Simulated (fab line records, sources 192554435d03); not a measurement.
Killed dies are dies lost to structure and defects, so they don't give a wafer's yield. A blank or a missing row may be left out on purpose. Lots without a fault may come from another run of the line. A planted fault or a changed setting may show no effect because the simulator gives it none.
fab line records | flow n5_finfet
record lots=4 wafers=12 last_day=16
route steps=1938 shown BEOL_M12@1615 PASSIVATION@1936
lots that met no fault: from a run of the same line without faults
start_h: hours from the record's first day to the start of the lot's first wafer shown | wait_h: hours since the lot's step before | " the same as in the row above | L1.1+2: a row that stands for several wafers | - no value, or no start given | * or withheld: withheld | < > ~ a bound
route shown NAME@n: a module of which the file shows steps, and the number in the route of the first | usual: mean/standard deviation of fault-free wafers | same: alike in all rows | chamber/n: place in a boat | sites: the reading at each site | _std_site: their standard deviation | _edge_site: outer sites' mean less inner sites' | radius_mm: how far each site lies from the wafer's centre | mask NAME#n: copy n | behind: the tool/chamber that last shaped the wafer | hold: why the lot was held/for how many hours/how that ended | device: the transistor (n, p or np) that didn't switch | end of line: the same wafers' tests at the end of the route | a step without rows: its recipe alone | killed: dies lost to structure and defects at the first sort, not the wafer's yield | map: a wafer's dies, x killed, . not, _ none there
set.NAME: the setting as run; set.NAME@STEP: as run at that earlier step | model.NAME: the simulator's own value behind a step, which no gauge read
lots at some steps of the route; a table a step, a row a wafer
services: from which hour (start_h, from the record's first day; less than 0 if before it) a tool's chamber was out of use, for how many hours, and why
## steps
# step N5_BEOL_M12_DESCUM_15
# recipe chemistry=O2 time_s=7.9 source_power_w=50 bias_power_w=20 pressure_mtorr=20 rf_frequency_hz=2.712e+07 temp_c=40 o2_flow_sccm=225
# step N5_BEOL_M12_ETCH_59
# recipe chemistry=N2/H2 target=BARC target_depth_a=890 overetch_a=267 time_s=67.9 ion_energy_ev=200 pressure_mtorr=30 source_w=840 bias_w=150 n2_flow_sccm=200 h2_flow_sccm=200
# step N5_BEOL_M12_VIA_ETCH_16
# recipe chemistry=C4F8/O2/Ar target=SiOC pressure_mtorr=30 source_w=3000 bias_w=700 Ar_flow_sccm=400 C4F8_flow_sccm=15 O2_flow_sccm=8 he_inner_torr=15 he_outer_torr=30 target_depth_a=7248 time_s=withheld ion_energy_ev=250 ends=cleared
# step N5_BEOL_M12_STRIP_63
# recipe chemistry=N2/H2 power_w=1000 temp_c=250 h2_frac=0.65 overash_fraction=0.3 pressure_mtorr=1000 n2_flow_sccm=1750 h2_flow_sccm=3250
# step N5_BEOL_M12_STRIP_64
# recipe chemistry=N2/H2 power_w=1000 temp_c=250 h2_frac=0.65 overash_fraction=0.3 pressure_mtorr=withheld n2_flow_sccm=1750 h2_flow_sccm=3250
# step N5_BEOL_M12_STRIP_71
# recipe chemistry=post_etch_residue_remover time_s=60 temp_c=25 remover_ph=withheld remover_water_wt_pct=withheld remover_fluoride_wt_pct=withheld
# step N5_BEOL_M12_SRD_72
# recipe time_s=30 temp_c=23 rinse_liquid=diw dry=n2_spin spin_rpm=1500 dry_time_s=30
# step N5_BEOL_M12_COAT_65
# recipe resist=SOC temp_c=250 time_s=60 spin_rpm=1500 resist_thk_nm=300
# step N5_BEOL_M12_COAT_66
# recipe resist=SiARC temp_c=220 time_s=60 spin_rpm=1500 resist_thk_nm=110
# usual dispense_pressure_kPa=47/3 spin_speed_rpm=1499.9/0.92
# same time_s=60
# columns lot.wafer tool chamber start_h wait_h dispense_pressure_kPa spin_speed_rpm model.SiARC_of_BEOL_M12_COAT_66.thk_nm
L766.2 litho_track-03 0 237.51 - 44 1498.5 109.6
L766.4 " 0 " " 45 1501.0 109.4
L766.6 " 0 " " 45 1500.4 109.6
L776.2 litho_track-03 0 292.86 - 45 1450.4 112
L776.3 " 0 " " 45 1446.9 111.6
L776.6 " 0 " " 45 1448.7 112.2
L778.2 litho_track-03 0 316.57 - 45 1447.6 111.6
L778.4 " 0 " " 45 1447.9 111.4
L778.6 " 0 " " 45 1450.8 111.2
L785.1 litho_track-02 0 350.32 - 51 1499.9 109.8
L785.5 " 0 " " 51 1500.0 109.8
L785.6 " 0 " " 51 1500.5 110
# step N5_BEOL_M12_COAT_22
# recipe spin_rpm=2888 resist_thk_nm=300
# step N5_BEOL_M12_EBR_24
# recipe solvent=PGMEA ebr_width_mm=1.5
# step N5_BEOL_M12_SOFTBAKE_23
# recipe temp_c=130 time_s=60
# step N5_BEOL_M12_EXPOSE_25
# recipe mask_id=M12 na=0.93 source_shape=conventional sigma_outer=0.4 polarization=unpolarized dose_mj=21.8
# step N5_BEOL_M12_PEB_26
# recipe peb_temp_c=130 peb_time_s=90
# step N5_BEOL_M12_DEVELOP_27
# recipe develop_time_s=45 rinse_liquid=diw dry=air_spin dev_temp_c=21
# step N5_BEOL_M12_HARDBAKE_32
# recipe temp_c=130 time_s=120
# step N5_BEOL_M12_DESCUM_33
# recipe chemistry=O2 time_s=7.9 source_power_w=50 bias_power_w=20 pressure_mtorr=20 rf_frequency_hz=2.712e+07 temp_c=40 o2_flow_sccm=225
# step N5_BEOL_M12_ETCH_67
# recipe chemistry=CF4 target=SiARC target_depth_a=1430 time_s=238.3 ion_energy_ev=80 pressure_mtorr=40 source_w=545 bias_w=36 Ar_flow_sccm=100 cf4_flow_sccm=100 ends=cleared
# usual drypump_motor_current_A=5.4/0.47 etch_rf_on_time_s=238/6.3 mfc_ar_sccm=100.0/0.34 oes_product_au=0.68/0.07 rf_vpp_V=184.0/1.2 showerhead_plenum_p_Torr=2.14/0.072 throttle_valve_pct=15.60/0.23
# columns lot.wafer tool chamber start_h wait_h drypump_motor_current_A etch_rf_on_time_s mfc_ar_sccm oes_product_au rf_hours_counter_h rf_vpp_V showerhead_plenum_p_Torr throttle_valve_pct model.etch.depth_nm model.coat_of_BEOL_M12_COAT_22.thk_nm
L766.2 rie_diel-03 2 237.92 0.0 5.7 240 100.3 0.59 232 182.7 2.05 15.91 109.6 212.8
L766.4 " 1 " " 4.8 242 100.6 0.66 115 183.1 2.07 15.27 109.5 212.6
L766.6 " 0 " " 6.2 231 99.5 0.60 - 186.0 2.20 15.91 109.6 211.8
L776.2 rie_diel-06 1 293.62 0.0 5.4 247 100.4 0.64 141 184.2 2.16 15.71 111.9 212.2
L776.3 " 2 " " 5.2 234 99.5 0.66 154 181.3 2.05 15.74 111.6 212.2
L776.6 " 2 " " 5.2 238 99.3 0.65 - 183.3 2.05 15.72 112.2 210.8
L778.2 rie_diel-03 3 317.17 0.0 5.8 246 100.5 0.71 68 184.9 2.16 15.61 111.5 209.8
L778.4 " 3 " " 5.8 245 100.1 0.71 - 185.0 2.16 15.62 111.4 209.4
L778.6 " 1 " " 4.8 251 99.9 0.63 - 183.5 2.06 15.34 111.3 209.4
L785.1 rie_diel-03 1 350.85 0.0 4.8 241 100.1 0.63 158 183.5 2.06 15.38 109.7 212.4
L785.5 " 1 " " 4.8 241 100.1 0.64 - 182.6 2.06 15.35 109.9 211.6
L785.6 " 2 " " 5.8 234 99.4 0.79 - 187.0 2.29 15.47 110.1 212.8
# step N5_BEOL_M12_ETCH_68
# recipe chemistry=N2/H2 target=SOC mask_material=SiARC source_w=3000 bias_w=350 temp_c=40 time_s=285 ion_energy_ev=200 pressure_mtorr=30 n2_flow_sccm=200 h2_flow_sccm=200
# usual drypump_motor_current_A=5.4/0.48 n2_flow_sccm=200.1/0.59 oes_product_au=0.80/0.082 rf_vpp_V=523.6/2.6 showerhead_plenum_p_Torr=2.54/0.085 temp_c=39.97/0.1 throttle_valve_pct=17.79/0.24
# same time_s=285
# columns lot.wafer tool chamber start_h wait_h drypump_motor_current_A n2_flow_sccm oes_product_au rf_hours_counter_h rf_vpp_V showerhead_plenum_p_Torr temp_c throttle_valve_pct model.SiARC_of_BEOL_M12_COAT_66.thk_nm
L766.2 rie_diel-03 2 238.07 0.1 5.8 200.0 0.69 232 519.1 2.40 40.06 17.97 85.8
L766.4 " 1 " " 4.8 200.8 0.78 115 521.0 2.45 39.86 17.37 85.8
L766.6 " 0 " " 6.2 199.8 0.68 - 524.4 2.62 39.77 18.07 85.8
L776.2 rie_diel-06 1 293.77 0.1 5.4 199.7 0.75 141 522.6 2.53 39.93 17.72 88
L776.3 " 2 " " 5.2 199.7 0.75 154 521.6 2.45 40.00 18.03 87.6
L776.6 " 2 " " 5.2 199.4 0.76 - 519.9 2.45 39.92 18.03 88
L778.2 rie_diel-03 3 317.32 0.1 5.8 200.3 0.86 68 524.1 2.56 39.82 17.72 86.6
L778.4 " 3 " " 5.8 201.4 0.85 - 523.7 2.56 39.77 17.72 86.6
L778.6 " 1 " " 4.9 199.7 0.76 - 521.9 2.43 39.92 17.41 87.4
L785.1 rie_diel-03 1 351.00 0.1 4.8 199.6 0.75 158 519.7 2.43 39.73 17.45 85.6
L785.5 " 1 " " 4.8 200.7 0.75 - 521.8 2.43 39.75 17.44 86
L785.6 " 2 " " 5.7 199.6 0.91 - 529.1 2.71 40.00 17.55 85.4
# step N5_BEOL_M12_STRIP_69
# recipe chemistry=N2/H2 temp_c=40 n2_flow_sccm=200 h2_flow_sccm=200 rf_frequency_hz=6e+07
# step N5_PASSIVATION_PROBE_49
# usual defect_limited_yield=91.3/1.5 killed_at_M0_to_M3=34/9.4 killed_at_M4_up=13/5.3 killed_at_contacts=13/5.7 killed_at_front_end=40/10 killed_at_other=3.7/2.8 killed_dies=103/17 killed_open=67/13 killed_short=35/8.5 sort_bin_5_function=5.0/0.98 sort_bin_6_memory=3.3/0.7 sort_n_pass=1077/17 sort_yield_pct=91.3/1.5
# same gross_dies=1180 killed_at_back_side=0 sort_bin_4_leakage[%]=0 sort_bin_8_speed[%]=0
# columns lot.wafer tool chamber start_h wait_h defect_limited_yield[%] killed_at_M0_to_M3 killed_at_M4_up killed_at_contacts killed_at_front_end killed_at_other killed_dies killed_open killed_short sort_bin_5_function[%] sort_bin_6_memory[%] sort_n_pass sort_yield_pct[%]
L778.2 prober-01 - 355.57 0.1 91.4 23 14 10 51 4 102 59 36 4.8 3.1 1078 91.4
L778.4 prober-01 - 355.67 0.2 91.4 37 10 6 46 3 102 69 31 5.6 2.5 1078 91.4
L778.6 prober-01 - 355.77 0.3 91.0 24 9 8 63 2 106 78 28 5.8 2.9 1074 91.0
# killed by level:class
L778.2 MOL_CONTACT_COAG:geometric_particle:open=10 FIN_SAQP:geometric_particle:short=9 FIN_SAQP:geometric_particle:open=9 BEOL_M3:geometric_particle:open=7 ILD0:geometric_particle:open=6 ILD0:geometric_particle:short=6 BEOL_M4:geometric_particle:open=6 BEOL_M2:geometric_particle:short=5
L778.4 FIN_SAQP:geometric_particle:open=13 BEOL_M0_SAQP:geometric_particle:open=9 BEOL_M3:geometric_particle:open=7 BEOL_M0_SAQP:geometric_particle:short=6 BEOL_M2:geometric_particle:open=6 FIN_SAQP:geometric_particle:short=5 STI_FIN_REVEAL:geometric_particle:open=5 GATE_CUT:geometric_particle:open=5
L778.6 FIN_SAQP:geometric_particle:open=19 STI_FIN_REVEAL:geometric_particle:open=15 GATE_CUT:geometric_particle:open=8 MOL_CONTACT_COAG:geometric_particle:open=6 BEOL_M3:geometric_particle:open=6 BEOL_M4:geometric_particle:open=6 BEOL_M0_SAQP:geometric_particle:short=5 FIN_SAQP:geometric_particle:short=4
## services
# columns tool chamber start_h hours kind
rie_diel-03 0 218.88 6.2 repair
litho_track-03 - 220.75 - consumable_replace:filter
litho_track-02 - 227.30 - consumable_replace:filter
rie_diel-06 1 254.91 6.7 repair
rie_diel-06 3 258.08 2.7 repair
rie_diel-03 0 272.04 - clean
rie_diel-03 0 272.04 - consumable_replace:focus_ring
rie_diel-03 0 272.04 22.2 scheduled_down
rie_diel-03 0 272.04 22.2 vent_cycle
rie_diel-03 2 294.28 - clean
rie_diel-03 2 294.28 - consumable_replace:focus_ring
rie_diel-03 2 294.28 - consumable_replace:showerhead
rie_diel-03 2 294.28 25.3 scheduled_down
rie_diel-03 2 294.28 25.3 vent_cycle
rie_diel-06 2 336.84 9.5 repair
## key
first_sign step=N5_BEOL_M12_COAT_66 reading=spin_speed_rpm direction=down sigmas=55 usual=* struck=*
effect none on later readings
model_effect step=N5_BEOL_M12_COAT_66 value=SiARC_of_BEOL_M12_COAT_66.thk_nm without=109.7 struck=111.7
model_effect step=N5_BEOL_M12_ETCH_67 value=etch.depth_nm without=109.7 struck=111.7
model_effect step=N5_BEOL_M12_ETCH_68 value=SiARC_of_BEOL_M12_COAT_66.thk_nm without=85.53 struck=87.37
met_at N5_BEOL_M12_COAT_66
struck_wafers L776.2,L776.3,L776.6,L778.2,L778.4,L778.6
onset_between 237.51 292.86
fault kind=process_parameter_drift tool=litho_track-03 chamber=- onset_h=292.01 steps=N5_BEOL_M12_COAT_66 channel=spin_rpm offset=* shape=step end_h=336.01 acts_in=* stated=*
